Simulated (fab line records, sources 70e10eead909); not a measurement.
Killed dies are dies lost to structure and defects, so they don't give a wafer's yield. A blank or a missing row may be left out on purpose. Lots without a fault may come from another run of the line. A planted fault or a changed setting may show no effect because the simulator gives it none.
fab line records | flow nand_harc
record lots=24 wafers=72 last_day=24
route steps=1159 shown P_CONTACT@233 P_M1@316 P_BONDPAD@380 A_CHANNEL_FILL_D1@493 A_STAIRCASE@533
lots that met no fault: from a run of the same line without faults
start_h: hours from the record's first day to the start of the lot's first wafer shown | wait_h: hours since the lot's step before | " the same as in the row above | L1.1+2: a row that stands for several wafers | - no value, or no start given | * or withheld: withheld | < > ~ a bound
route shown NAME@n: a module of which the file shows steps, and the number in the route of the first | usual: mean/standard deviation of fault-free wafers | same: alike in all rows | chamber/n: place in a boat | sites: the reading at each site | _std_site: their standard deviation | _edge_site: outer sites' mean less inner sites' | radius_mm: how far each site lies from the wafer's centre | mask NAME#n: copy n | behind: the tool/chamber that last shaped the wafer | hold: why the lot was held/for how many hours/how that ended | device: the transistor (n, p or np) that didn't switch | end of line: the same wafers' tests at the end of the route | a step without rows: its recipe alone | killed: dies lost to structure and defects at the first sort, not the wafer's yield | map: a wafer's dies, x killed, . not, _ none there
set.NAME: the setting as run; set.NAME@STEP: as run at that earlier step | model.NAME: the simulator's own value behind a step, which no gauge read
steps of the route over a sample of lots; a table a step, a row a wafer
services: from which hour (start_h, from the record's first day; less than 0 if before it) a tool's chamber was out of use, for how many hours, and why
## steps
# step NHARC_P_CONTACT_OVL_MEAS_13
# usual overlay_x_nm=-0.1/0.66 overlay_y_nm=0.0/0.95
# columns lot.wafer tool chamber start_h wait_h overlay_x_nm overlay_y_nm
L074.2 overlay-01 - 108.71 - 0.0 0.0
L074.3 " - " " -0.3 -0.1
L074.6 " - " " -0.5 0.0
L076.2 overlay-01 - 124.80 - 0.9 2.8
L076.5 " - " " 1.2 2.1
L076.6 " - " " 1.4 2.3
L075.3 overlay-01 - 125.64 - -0.1 0.9
L075.4 " - " " 0.6 1.2
L075.5 " - " " 0.5 1.3
L078.3 overlay-01 - 134.20 - -0.9 -0.6
L078.4 " - " " -1.5 -0.9
L078.5 " - " " -0.7 -1.4
L077.3 overlay-01 - 135.78 - -0.1 -0.1
L077.5 " - " " -0.1 0.0
L077.6 " - " " 0.2 -0.5
L080.1 overlay-01 - 141.10 - 0.5 1.2
L080.5 " - " " -0.4 0.3
L080.6 " - " " 0.1 0.9
L079.2 overlay-02 - 141.99 - -0.3 -0.2
L079.3 " - " " 0.0 -0.1
L079.6 " - " " 0.3 0.5
L081.1 overlay-02 - 152.27 - 0.0 -1.0
L081.2 " - " " 0.4 -1.8
L081.6 " - " " 0.1 -1.3
L083.2 overlay-01 - 162.52 - -0.7 0.2
L083.3 " - " " -0.5 0.5
L083.4 " - " " -0.3 0.1
L082.2 overlay-02 - 163.65 - -1.3 0.3
L082.4 " - " " -1.6 -0.1
L082.6 " - " " -1.6 0.7
L084.1 overlay-01 - 175.75 - -0.3 -1.5
L084.5 " - " " -0.3 -1.3
L084.6 " - " " -0.4 -0.9
L087.2 overlay-01 - 188.13 - -0.1 -0.8
L087.3 " - " " 0.0 -0.4
L087.5 " - " " 0.4 -0.8
L085.1 overlay-02 - 188.68 - 0.2 0.0
L085.5 " - " " 0.0 0.1
L085.6 " - " " -0.1 0.0
L086.2 overlay-01 - 189.64 - 0.1 0.1
L086.3 " - " " 0.4 -0.5
L086.5 " - " " -0.5 -0.3
L089.2 overlay-01 - 197.79 - 0.1 -0.3
L089.3 " - " " 0.0 0.6
L089.5 " - " " -0.2 0.1
L088.2 overlay-01 - 198.37 - -0.2 1.1
L088.4 " - " " 0.2 0.8
L088.5 " - " " -0.1 0.9
L091.1 overlay-02 - 206.56 - -0.9 -0.6
L091.5 " - " " -0.8 -1.1
L091.6 " - " " -1.4 -1.2
L090.1 overlay-01 - 208.46 - 0.3 -1.2
L090.3 " - " " -0.3 -1.5
L090.5 " - " " -0.3 -1.5
L093.2 overlay-01 - 218.84 - -0.8 0.9
L093.3 " - " " -0.6 1.1
L093.6 " - " " -0.8 1.4
L092.1 overlay-02 - 219.36 - 0.2 -0.5
L092.4 " - " " -0.1 -0.3
L092.6 " - " " 0.4 -0.4
L094.1 overlay-02 - 226.34 - -0.7 0.3
L094.3 " - " " -1.0 0.7
L094.5 " - " " -0.8 1.0
L095.3 overlay-01 - 236.53 - 1.3 -0.7
L095.5 " - " " 1.3 -0.4
L095.6 " - " " 1.4 -0.3
L096.1 overlay-01 - 237.22 - 0.6 0.4
L096.2 " - " " 0.2 0.6
L096.3 " - " " 0.0 0.4
L097.2 overlay-02 - 253.62 - -0.8 0.3
L097.3 " - " " -0.8 0.3
L097.5 " - " " -0.8 0.2
# step NHARC_P_M1_PRE_CLEAN_32
# recipe time_s=12 temp_c=370 rf_power_w=300 gas=NH3
# usual heater_power_w=655/48
# columns lot.wafer tool chamber start_h wait_h heater_power_w since_wet_clean_h
L074.2 pecvd-04 1 126.16 0.1 666 99
L074.3 " 2 " " 696 99
L074.6 " 2 " " 703 -
L076.2 pecvd-04 2 138.29 0.1 644 111
L076.6 " 1 " " 696 -
L076.5 " 2 " " 649 -
L075.3 pecvd-03 1 138.69 0.1 637 14
L075.5 " 2 " " 752 -
L075.4 " 0 " " 664 -
L078.3 pecvd-04 0 146.79 0.1 607 119
L078.4 " 0 " " 621 -
L078.5 " 2 " " 645 -
L077.3 pecvd-03 0 151.41 0.1 688 27
L077.5 " 0 " " 708 -
L077.6 " 2 " " 650 -
L080.1 pecvd-03 1 152.31 0.1 661 28
L080.5 " 2 " " 682 -
L080.6 " 1 " " 661 -
L079.2 pecvd-01 1 152.99 0.1 706 84
L079.3 " 2 " " 498 84
L079.6 " 2 " " 535 -
L081.2 pecvd-01 1 163.30 0.1 680 94
L081.1 " 2 " " 571 94
L081.6 " 2 " " 565 -
L083.3 pecvd-03 2 173.54 0.1 710 49
L083.2 " 0 " " 648 49
L083.4 " 1 " " 656 -
L082.2 pecvd-03 1 178.64 0.1 671 54
L082.6 " 1 " " 657 -
L082.4 " 2 " " 685 -
L084.1 pecvd-03 1 187.88 0.1 665 64
L084.5 " 1 " " 679 -
L084.6 " 2 " " 745 -
L087.3 pecvd-03 2 201.07 0.1 627 77
L087.2 " 0 " " 615 77
L087.5 " 2 " " 644 -
L085.1 pecvd-03 2 201.49 0.1 632 77
L085.5 " 0 " " 622 -
L085.6 " 1 " " 576 -
L086.3 pecvd-03 1 201.79 0.2 637 78
L086.2 " 0 " " 600 78
L086.5 " 2 " " 665 -
L089.3 pecvd-03 0 216.77 0.1 593 93
L089.2 " 2 " " 663 93
L089.5 " 0 " " 595 -
L088.2 pecvd-03 1 217.48 0.1 620 93
L088.5 " 1 " " 637 -
L088.4 " 0 " " 650 -
L091.1 pecvd-04 0 223.04 0.1 666 15
L091.6 " 0 " " 680 -
L091.5 " 2 " " 724 -
L090.3 pecvd-03 0 223.73 0.1 611 99
L090.1 " 1 " " 584 100
L090.5 " 2 " " 729 -
L093.3 pecvd-01 2 230.15 0.1 596 161
L093.2 " 0 " " 597 161
L093.6 " 2 " " 583 -
L092.1 pecvd-01 2 230.57 0.1 621 161
L092.6 " 2 " " 601 -
L092.4 " 0 " " 689 -
L094.1 pecvd-04 2 241.98 0.1 666 34
L094.3 " 0 " " 648 34
L094.5 " 0 " " 695 -
L095.3 pecvd-03 0 247.76 0.1 675 124
L095.6 " 2 " " 717 -
L095.5 " 0 " " 673 -
L096.2 pecvd-04 0 248.69 0.1 575 40
L096.1 " 1 " " 662 40
L096.3 " 2 " " 623 40
L097.3 pecvd-04 2 265.19 0.1 705 57
L097.2 " 0 " " 564 57
L097.5 " 0 " " 562 -
# step NHARC_P_BONDPAD_CMP_19
# recipe t_overpolish_s=30 cu_recess_touch_s=16 target_thk_nm=160.81
# usual motor_current_A=12.9/1.6 overpolish_run_s=30.000/0.0084
# columns lot.wafer tool chamber start_h wait_h motor_current_A overpolish_run_s
L074.2 cmp-03 0 134.39 - 14.5 30.009
L074.3 " 1 " " 14.2 30.005
L074.6 " 2 " " 10.1 30.000
L076.2 cmp-03 0 147.10 - 14.4 29.991
L076.5 " 2 " " 10.1 30.009
L076.6 " 3 " " 13.8 30.002
L075.4 cmp-02 3 147.53 - 13.0 30.008
L075.3 " 2 " " 11.5 29.995
L075.5 " 3 " " 12.1 30.007
L078.3 cmp-03 3 154.93 - 13.7 30.005
L078.4 " 2 " " 10.1 29.993
L078.5 " 3 " " 14.1 30.012
L077.3 cmp-02 1 159.41 - 13.0 30.001
L077.5 " 1 " " 13.0 29.994
L077.6 " 2 " " 11.5 29.986
L080.1 cmp-04 1 160.44 - 15.3 29.997
L080.5 " 1 " " 14.7 29.997
L080.6 " 2 " " 11.4 30.022
L079.3 cmp-03 3 161.28 - 13.1 30.009
L079.2 " 1 " " 13.8 30.001
L079.6 " 2 " " 10.5 29.984
L081.1 cmp-04 3 172.05 - 11.4 29.999
L081.2 " 0 " " 14.5 29.999
L081.6 " 1 " " 15.0 30.002
L083.2 cmp-04 0 181.85 - 14.4 29.996
L083.4 " 1 " " 14.8 29.992
L083.3 " 2 " " 11.0 29.991
L082.4 cmp-02 3 187.02 - 12.8 29.989
L082.2 " 1 " " 12.6 29.987
L082.6 " 2 " " 11.8 30.000
L084.1 cmp-02 1 196.46 - 12.6 30.012
L084.5 " 2 " " 11.6 29.982
L084.6 " 3 " " 13.1 29.994
L087.3 cmp-04 2 209.71 - 11.8 29.985
L087.2 " 3 " " 11.5 29.995
L087.5 " 0 " " 14.9 30.008
L085.1 cmp-03 3 209.89 - 14.0 29.983
L085.5 " 2 " " 10.3 30.011
L085.6 " 3 " " 12.8 30.016
L086.3 cmp-04 1 210.86 - 15.3 29.998
L086.2 " 2 " " 11.1 30.008
L086.5 " 2 " " 11.2 30.013
L089.2 cmp-02 1 225.27 - 13.0 30.011
L089.3 " 3 " " 13.1 30.001
L089.5 " 1 " " 12.8 29.990
L088.4 cmp-04 1 225.76 - 15.2 29.989
L088.2 " 3 " " 11.7 30.002
L088.5 " 2 " " 11.6 30.011
L091.1 cmp-02 3 231.25 - 13.2 30.022
L091.6 " 0 " " 11.8 30.004
L091.5 " 1 " " 12.6 30.001
L090.1 cmp-03 0 231.94 - 14.7 29.991
L090.3 " 1 " " 13.7 29.999
L090.5 " 0 " " 14.7 30.008
L093.3 cmp-02 1 238.54 - 12.4 30.012
L093.2 " 2 " " 10.9 30.009
L093.6 " 3 " " 12.6 30.004
L092.4 cmp-04 0 238.82 - 15.7 30.001
L092.1 " 2 " " 11.2 29.991
L092.6 " 3 " " 11.2 29.994
L094.1 cmp-04 1 250.93 - 14.3 30.003
L094.3 " 2 " " 11.0 30.004
L094.5 " 3 " " 11.9 29.993
L095.3 cmp-04 0 255.92 - 15.0 30.002
L095.5 " 0 " " 14.2 30.004
L095.6 " 1 " " 15.7 29.995
L096.3 cmp-02 1 256.70 - 12.3 30.002
L096.2 " 2 " " 11.2 30.003
L096.1 " 0 " " 11.6 29.996
L097.2 cmp-04 0 273.31 - 15.2 29.999
L097.3 " 1 " " 15.0 30.004
L097.5 " 0 " " 14.7 29.994
# step NHARC_A_CHANNEL_FILL_D1_ALD_03
# recipe target_thk_a=60 pulse_time_s=60 ald_cycles=58 temp_c=630 pressure_torr=2 material=SiNx
# usual chamber_pressure_Torr=2.000/0.0046 precursor_pulse_height_rel=1.003/0.019
# same pulse_time_s=60
# columns lot.wafer tool chamber start_h wait_h chamber_pressure_Torr precursor_pulse_height_rel
L074.2 ald_sin_batch-03 0 - - 2.000 0.977
L074.3 " 0 " " 2.001 1.024
L074.6 " 0 " " 1.994 0.987
L075.3 ald_sin_batch-02 0 - - 2.005 1.015
L075.4 " 0 " " 2.003 1.013
L075.5 " 0 " " 2.002 1.000
L076.2 ald_sin_batch-02 0 - - 1.999 1.036
L076.5 " 0 " " 2.000 1.016
L076.6 " 0 " " 1.996 0.993
L077.3 ald_sin_batch-01 0 - - 1.997 0.997
L077.5 " 0 " " 1.998 1.007
L077.6 " 0 " " 1.999 0.992
L080.1 ald_sin_batch-01 0 - - 2.005 0.972
L080.5 " 0 " " 2.007 1.004
L080.6 " 0 " " 2.010 1.025
L078.3 ald_sin_batch-01 0 - - 2.006 0.978
L078.4 " 0 " " 2.003 1.038
L078.5 " 0 " " 2.001 0.989
L079.2 ald_sin_batch-01 0 - - 2.004 1.031
L079.3 " 0 " " 2.008 1.006
L079.6 " 0 " " 1.994 0.966
L081.1 ald_sin_batch-03 0 - - 1.999 1.009
L081.2 " 0 " " 2.002 0.979
L081.6 " 0 " " 1.998 1.017
L083.2 ald_sin_batch-01 0 - - 1.994 0.985
L083.3 " 0 " " 2.000 1.015
L083.4 " 0 " " 1.998 1.007
L082.2 ald_sin_batch-03 0 - - 2.000 0.970
L082.4 " 0 " " 1.997 0.991
L082.6 " 0 " " 1.992 0.998
L084.1 ald_sin_batch-03 0 - - 1.994 1.003
L084.5 " 0 " " 2.001 1.018
L084.6 " 0 " " 1.995 1.007
L086.2 ald_sin_batch-03 0 - - 1.995 0.967
L086.3 " 0 " " 1.998 0.997
L086.5 " 0 " " 1.998 1.024
L087.2 ald_sin_batch-03 0 - - 2.000 0.995
L087.3 " 0 " " 1.993 0.985
L087.5 " 0 " " 1.993 1.010
L085.1 ald_sin_batch-02 0 - - 2.004 1.015
L085.5 " 0 " " 2.003 0.986
L085.6 " 0 " " 2.005 1.021
L088.2 ald_sin_batch-01 0 - - 2.003 0.968
L088.4 " 0 " " 1.996 0.993
L088.5 " 0 " " 1.997 0.983
L089.2 ald_sin_batch-01 0 - - 1.991 1.033
L089.3 " 0 " " 1.992 0.989
L089.5 " 0 " " 1.998 1.001
L090.1 ald_sin_batch-01 0 - - 2.001 0.971
L090.3 " 0 " " 2.006 0.983
L090.5 " 0 " " 2.001 1.016
L091.1 ald_sin_batch-01 0 - - 1.994 1.016
L091.5 " 0 " " 2.002 0.968
L091.6 " 0 " " 2.002 0.975
L092.1 ald_sin_batch-03 0 - - 2.003 0.961
L092.4 " 0 " " 1.999 1.001
L092.6 " 0 " " 1.997 1.019
L093.2 ald_sin_batch-03 0 - - 1.996 1.012
L093.3 " 0 " " 2.002 1.023
L093.6 " 0 " " 2.000 1.015
L094.1 ald_sin_batch-02 0 - - 2.000 1.009
L094.3 " 0 " " 2.002 0.994
L094.5 " 0 " " 1.997 1.037
L095.3 ald_sin_batch-01 0 - - 2.006 0.994
L095.5 " 0 " " 2.008 0.994
L095.6 " 0 " " 2.003 1.013
L096.1 ald_sin_batch-01 0 - - 2.009 1.027
L096.2 " 0 " " 2.017 0.981
L096.3 " 0 " " 2.008 0.997
L097.2 ald_sin_batch-01 0 - - 1.995 0.996
L097.3 " 0 " " 2.000 1.013
L097.5 " 0 " " 2.005 1.016
# step NHARC_A_STAIRCASE_STRIP_171
# recipe power_w=1500 temp_c=250 chemistry=O2
# usual drypump_motor_current_A=5.8/0.46 heater_power_w=360/31
# columns lot.wafer tool chamber start_h wait_h drypump_motor_current_A heater_power_w rf_hours_counter_h
L074.2 plasma_asher-01 0 244.61 - 6.5 402 45
L074.3 " 1 " " 5.8 372 -
L074.6 " 0 " " 6.5 395 -
L075.3 plasma_asher-01 0 248.87 - 6.5 405 -
L075.4 " 1 " " 5.8 367 -
L075.5 " 1 " " 5.8 359 -
L076.2 plasma_asher-02 1 249.12 - 5.2 318 18
L076.5 " 1 " " 5.2 335 -
L076.6 " 0 " " 5.7 337 -
L079.2 plasma_asher-02 1 255.93 - 5.2 324 21
L079.3 " 0 " " 5.7 345 -
L079.6 " 1 " " 5.2 321 -
L077.3 plasma_asher-01 0 256.24 - 6.5 395 -
L077.6 " 0 " " 6.5 402 -
L077.5 " 1 " " 5.8 367 -
L078.4 plasma_asher-01 0 259.72 - 6.5 399 -
L078.3 " 1 " " 5.8 359 -
L078.5 " 0 " " 6.5 393 -
L080.1 plasma_asher-01 1 259.90 - 5.8 367 51
L080.5 " 1 " " 5.8 368 -
L080.6 " 0 " " 6.5 397 -
L081.2 plasma_asher-02 1 273.43 - 5.2 329 28
L081.1 " 0 " " 5.7 344 28
L081.6 " 1 " " 5.2 320 -
L083.2 plasma_asher-01 1 286.80 - 5.8 364 0
L083.3 " 1 " " 5.8 359 -
L083.4 " 0 " " 6.5 410 -
L082.2 plasma_asher-01 0 287.13 - 6.5 411 1
L082.4 " 0 " " 6.5 404 -
L082.6 " 0 " " 6.5 401 -
L084.1 plasma_asher-02 1 299.68 - 5.2 320 38
L084.6 " 0 " " 5.7 346 -
L084.5 " 1 " " 5.2 318 -
L085.1 plasma_asher-01 0 308.51 - 6.4 396 6
L085.6 " 0 " " 6.4 395 -
L085.5 " 1 " " 5.8 363 -
L087.2 plasma_asher-02 1 308.72 - 5.2 318 41
L087.3 " 1 " " 5.2 322 -
L087.5 " 1 " " 5.2 321 -
L086.2 plasma_asher-01 0 308.88 - 6.5 411 6
L086.3 " 0 " " 6.4 393 -
L086.5 " 1 " " 5.8 359 -
L088.2 plasma_asher-02 0 324.56 - 5.7 344 47
L088.4 " 0 " " 5.7 343 -
L088.5 " 1 " " 5.2 322 -
L089.2 plasma_asher-01 1 324.79 - 5.8 356 12
L089.3 " 1 " " 5.8 355 -
L089.5 " 1 " " 5.8 365 -
L090.1 plasma_asher-02 1 330.07 - 5.1 324 50
L090.3 " 1 " " 5.1 318 -
L090.5 " 0 " " 5.7 332 -
L091.1 plasma_asher-02 0 330.35 - 5.7 349 50
L091.5 " 0 " " 5.7 342 -
L091.6 " 1 " " 5.1 316 -
L093.2 plasma_asher-01 1 335.97 - 5.8 360 16
L093.3 " 1 " " 5.7 355 -
L093.6 " 1 " " 5.8 349 -
L092.1 plasma_asher-02 0 336.08 - 5.7 338 52
L092.4 " 1 " " 5.2 317 -
L092.6 " 1 " " 5.2 327 -
L094.1 plasma_asher-01 1 350.72 - 5.8 356 21
L094.3 " 0 " " 6.5 398 -
L094.5 " 1 " " 5.8 359 -
L096.2 plasma_asher-01 0 351.00 - 6.4 400 21
L096.1 " 1 " " 5.8 359 21
L096.3 " 1 " " 5.8 361 -
L095.3 plasma_asher-01 0 351.42 - 6.4 404 -
L095.6 " 1 " " 5.8 357 -
L095.5 " 0 " " 6.5 414 -
L097.2 plasma_asher-02 1 380.35 - 5.2 304 4
L097.3 " 1 " " 5.2 293 -
L097.5 " 1 " " 5.2 304 -
# step NHARC_A_STAIRCASE_TRIM_22
# recipe time_s=211.2 o2_flow_sccm=500 ar_flow_sccm=0 bias_w=0 chemistry=O2
# usual drypump_motor_current_A=5.6/0.53 o2_flow_sccm=499.9/1.5 oes_product_au=1.000/0.0067 rf_vpp_V=57.8/0.94 showerhead_plenum_p_Torr=3.49/0.17 throttle_valve_pct=17.037/0.0077
# same bias_w=0
# columns lot.wafer tool chamber start_h wait_h drypump_motor_current_A o2_flow_sccm oes_product_au rf_hours_counter_h rf_vpp_V showerhead_plenum_p_Torr throttle_valve_pct
L074.3 rie_diel-10 2 - - 5.3 498.2 1.004 23 57.3 3.35 17.030
L074.2 " 0 " " 5.6 499.3 1.006 28 57.0 3.44 17.030
L074.6 " 2 " " 5.3 500.3 1.001 - 57.5 3.35 17.044
L075.4 rie_diel-01 1 - - 5.7 498.9 0.997 37 58.6 3.58 17.034
L075.3 " 3 " " 6.3 499.4 1.009 34 58.3 3.69 17.028
L075.5 " 1 " " 5.7 497.9 0.997 - 58.1 3.58 17.036
L076.2 rie_diel-12 0 - - 5.6 502.6 0.996 15 58.2 3.80 17.041
L076.6 " 1 " " 5.2 499.0 1.016 - 58.2 3.70 17.031
L076.5 " 2 " " 4.9 501.6 1.011 - 55.6 3.30 17.040
L079.3 rie_diel-12 1 - - 5.2 501.4 0.994 17 59.1 3.70 17.040
L079.2 " 2 " " 4.8 499.4 1.001 15 58.2 3.30 17.045
L079.6 " 0 " " 5.5 500.5 0.995 - 60.1 3.80 17.043
L077.3 rie_diel-01 2 - - 6.7 498.8 1.003 39 58.0 3.53 17.033
L077.5 " 2 " " 6.6 500.4 1.003 - 58.3 3.53 17.039
L077.6 " 3 " " 6.3 499.5 1.010 - 59.2 3.69 17.025
L078.3 rie_diel-10 2 - - 5.3 502.3 0.998 29 58.0 3.35 17.022
L078.4 " 0 " " 5.6 499.9 1.003 - 56.9 3.44 17.039
L078.5 " 2 " " 5.3 500.6 1.005 - 56.6 3.35 17.044
L080.1 rie_diel-10 0 - - 5.6 499.1 1.012 33 56.2 3.44 17.025
L080.5 " 0 " " 5.6 499.8 1.009 - 58.4 3.44 17.047
L080.6 " 1 " " 5.9 499.6 1.005 - 57.2 3.34 17.042
L081.1 rie_diel-10 3 - - 5.0 498.5 0.982 26 57.6 3.48 17.022
L081.2 " 1 " " 5.9 500.1 1.007 36 56.4 3.33 17.047
L081.6 " 3 " " 5.0 499.0 0.992 - 61.1 3.48 17.040
L083.2 rie_diel-10 2 - - 5.3 497.3 1.000 39 59.1 3.34 17.041
L083.3 " 1 " " 5.9 500.0 0.991 41 56.2 3.33 17.031
L083.4 " 3 " " 5.0 498.9 0.998 - 57.2 3.48 17.027
L082.4 rie_diel-12 2 - - 4.8 499.9 1.010 26 56.7 3.30 17.031
L082.2 " 1 " " 5.2 498.6 1.001 31 58.2 3.69 17.038
L082.6 " 2 " " 4.8 500.6 1.005 - 58.0 3.30 17.034
L084.1 rie_diel-12 0 - - 5.5 501.6 1.003 35 58.3 3.79 17.025
L084.6 " 1 " " 5.2 496.8 1.000 - 57.6 3.69 17.051
L084.5 " 2 " " 4.8 502.1 0.997 - 56.3 3.29 17.037
L085.1 rie_diel-01 0 - - 6.3 501.3 0.996 58 56.5 3.29 17.049
L085.5 " 2 " " 6.6 499.1 1.001 - 57.7 3.52 17.054
L085.6 " 3 " " 6.3 499.3 1.006 - 57.8 3.68 17.029
L086.3 rie_diel-10 3 - - 5.0 500.3 0.993 37 58.4 3.47 17.050
L086.2 " 0 " " 5.6 501.7 1.002 49 58.6 3.43 17.029
L086.5 " 2 " " 5.3 497.5 1.000 - 57.5 3.34 17.040
L087.2 rie_diel-12 2 - - 4.9 500.5 0.995 35 56.4 3.29 17.039
L087.3 " 1 " " 5.2 503.6 1.000 38 57.9 3.69 17.041
L087.5 " 2 " " 4.9 501.0 0.996 - 58.2 3.29 17.042
L088.4 rie_diel-01 3 - - 6.3 502.0 0.998 3 58.1 3.68 17.012
L088.2 " 0 " " 6.4 500.0 0.988 3 58.7 3.29 17.042
L088.5 " 1 " " 5.7 499.9 1.007 - 58.2 3.57 17.023
L089.2 rie_diel-01 0 - - 6.4 500.8 0.999 3 57.1 3.29 17.032
L089.3 " 2 " " 6.6 501.2 0.999 2 57.0 3.52 17.032
L089.5 " 1 " " 5.7 500.7 1.007 - 56.9 3.56 17.030
L090.1 rie_diel-10 0 - - 5.6 500.2 0.995 58 58.3 3.43 17.036
L090.3 " 1 " " 5.9 499.5 0.999 59 56.9 3.32 17.043
L090.5 " 2 " " 5.3 498.5 0.990 - 56.7 3.34 17.020
L091.1 rie_diel-01 0 - - 6.4 500.4 1.005 6 56.7 3.29 17.050
L091.5 " 0 " " 6.4 499.8 1.005 - 57.1 3.29 17.034
L091.6 " 1 " " 5.7 498.5 1.011 - 57.8 3.56 17.029
L092.4 rie_diel-10 1 - - 5.8 500.4 1.007 61 56.2 3.32 17.021
L092.1 " 3 " " 5.0 499.3 1.001 50 57.2 3.47 17.028
L092.6 " 2 " " 5.3 502.1 0.992 - 55.5 3.33 17.044
L093.3 rie_diel-10 0 - - 5.6 500.5 1.004 60 58.6 3.43 17.036
L093.2 " 1 " " 5.9 500.0 1.009 61 57.8 3.32 17.030
L093.6 " 3 " " 5.0 500.2 0.995 - 58.1 3.47 17.032
L095.3 rie_diel-12 2 - - 4.9 499.7 0.993 51 57.7 3.28 17.037
L095.6 " 2 " " 4.9 500.0 0.994 - 57.3 3.28 17.046
L095.5 " 3 " " 5.4 500.2 0.993 - 58.4 3.78 17.036
L094.3 rie_diel-12 2 - - 4.9 500.2 0.988 51 57.7 3.28 17.037
L094.1 " 1 " " 5.1 498.1 0.996 56 57.8 3.68 17.038
L094.5 " 3 " " 5.4 500.5 0.993 - 58.4 3.78 17.038
L096.3 rie_diel-01 0 - - 6.3 500.9 0.991 16 57.6 3.28 17.041
L096.2 " 2 " " 6.7 499.6 1.001 15 57.5 3.51 17.042
L096.1 " 3 " " 6.2 502.0 0.995 15 58.3 3.67 17.036
L097.2 rie_diel-10 2 - - 5.3 500.2 1.009 8 56.9 3.33 17.044
L097.3 " 0 " " 5.6 500.2 1.001 6 57.8 3.42 17.038
L097.5 " 2 " " 5.3 501.1 0.996 - 55.4 3.33 17.045
## services
# columns tool chamber start_h hours kind
cmp-04 - 105.08 4.0 pm
pecvd-03 - 111.24 13.0 pm
rie_diel-10 1 145.28 9.9 repair
pecvd-03 2 156.12 5.9 repair
cmp-04 - 165.70 1.1 repair
rie_diel-10 - 177.21 9.0 pm
plasma_asher-02 - 183.00 9.0 pm
rie_diel-10 3 190.81 8.8 repair
plasma_asher-02 - 197.29 1.3 repair
cmp-04 - 203.08 4.0 pm
plasma_asher-02 - 242.83 1.2 repair
ald_sin_batch-01 - 243.72 30.3 repair
pecvd-03 0 255.90 2.6 repair
plasma_asher-01 - 276.00 9.0 pm
cmp-04 - 284.22 0.3 repair
plasma_asher-01 - 289.04 3.3 repair
pecvd-03 - 292.24 13.0 pm
cmp-04 - 301.08 4.0 pm
cmp-04 - 341.01 1.4 repair
cmp-04 - 349.15 1.0 repair
ald_sin_batch-01 - 350.20 2.7 repair
rie_diel-10 - 354.21 9.0 pm
plasma_asher-01 - 355.74 1.9 repair
plasma_asher-02 - 360.00 9.0 pm
## key
fault none
